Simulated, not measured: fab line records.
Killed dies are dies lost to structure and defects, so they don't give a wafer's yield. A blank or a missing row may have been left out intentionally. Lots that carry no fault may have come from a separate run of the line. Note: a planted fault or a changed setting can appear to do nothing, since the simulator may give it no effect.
Comparing a struck lot with a sound one | flow nand-harc | 27 out of 1159 route steps
Sound: these wafers, L829.1, L829.3, L829.5. Wafers L837.3, L837.5, L837.6 were the ones struck. The cause is given at the end.
For every step that has rows: the tool of each side, followed by ch and its chambers, followed by its first start. Under that, the readings that differ: sound wafers | struck wafers | difference of the means | sigmas: that difference in standard deviations of wafers without a fault.
alike: readings with means less than 2 such deviations apart, plus words and numbers identical on both sides. not compared: withheld readings, readings lacking a value on some wafer, bounds such as >300 that could conceal the same value, and numbers that have no deviation in the record and whose values overlap.
The two part at a step that has a row with sigmas, a row that says differs or no value, or rows on one side only. When numbers do not overlap yet have no deviation, they are printed without sigmas and do not part them. Lack of a reading on every wafer of one side parts them only where that side has two or more wafers.

first, 6 steps without rows for these wafers: NHARC_A_ONON_D1_DEP_03 (target thk 1000 nm); NHARC_A_ONON_D1_DEP_06 (target thk 1000 nm); NHARC_A_ONON_D1_DEP_09 (target thk 1000 nm); NHARC_A_ONON_D1_DEP_12 (target thk 1000 nm); NHARC_A_ONON_D1_ANNEAL_15 (time 3600 s); NHARC_A_ONON_D1_DEP_16 (target thk 1000 nm).
NHARC_A_ONON_D1_DEP_19: target thk 1000 nm.
  sound on pecvd-onon-03 ch 0, day 8 02:47; struck on pecvd-onon-03 ch 0, day 9 18:09
then, 19 steps without rows for these wafers: NHARC_A_ONON_D1_DEP_22 (target thk 1000 nm); NHARC_A_ONON_D1_DEP_25 (target thk 1000 nm); NHARC_A_ONON_D1_DEP_28 (target thk 1000 nm); NHARC_A_ONON_D1_DEP_33 (deposits SiO2, target thk 200 nm); NHARC_A_CHANNEL_HOLE_D1_DEP_00 (deposits aC, target thk 3100 nm); NHARC_A_CHANNEL_HOLE_D1_DEP_01 (deposits SiON, target thk 140 nm); NHARC_A_CHANNEL_HOLE_D1_DEHYDRATE_02 (time 120 s); NHARC_A_CHANNEL_HOLE_D1_HMDS_03 (time 30 s); NHARC_A_CHANNEL_HOLE_D1_COAT_36 (time 75 s); NHARC_A_CHANNEL_HOLE_D1_COAT_37 (time 65 s); NHARC_A_CHANNEL_HOLE_D1_COAT_04 (resist thk 90 nm); NHARC_A_CHANNEL_HOLE_D1_SOFTBAKE_05 (time 55 s); NHARC_A_CHANNEL_HOLE_D1_EBR_06; NHARC_A_CHANNEL_HOLE_D1_EXPOSE_07 (exposes mask HOLE D1, target cd 100 nm); NHARC_A_CHANNEL_HOLE_D1_PEB_08 (peb time 65 s); NHARC_A_CHANNEL_HOLE_D1_DEVELOP_09 (develop time 35 s); NHARC_A_CHANNEL_HOLE_D1_DESCUM_15 (chemistry O2, time 3 s); NHARC_A_CHANNEL_HOLE_D1_ETCH_38 (etches the open film in CF4, target depth 39 nm, time 65 s); NHARC_A_CHANNEL_HOLE_D1_ETCH_39 (etches the open film in N2/H2, target depth 260 nm, time 325 s).
-- the record jumps here: 12 days lie between the struck wafers' starts before and after (it left off in module A_CHANNEL_HOLE_D1 and takes up again in module END, whose first step shown is number 1159 of the route) --
NHARC_END_SORT_01:
  the record has rows for the struck wafers here (prober-01 ch 0, day 21 11:47) and none for the sound ones

WHERE THEY PART
NHARC_END_SORT_01 only, going by this record.

WHY: what the simulator had put in
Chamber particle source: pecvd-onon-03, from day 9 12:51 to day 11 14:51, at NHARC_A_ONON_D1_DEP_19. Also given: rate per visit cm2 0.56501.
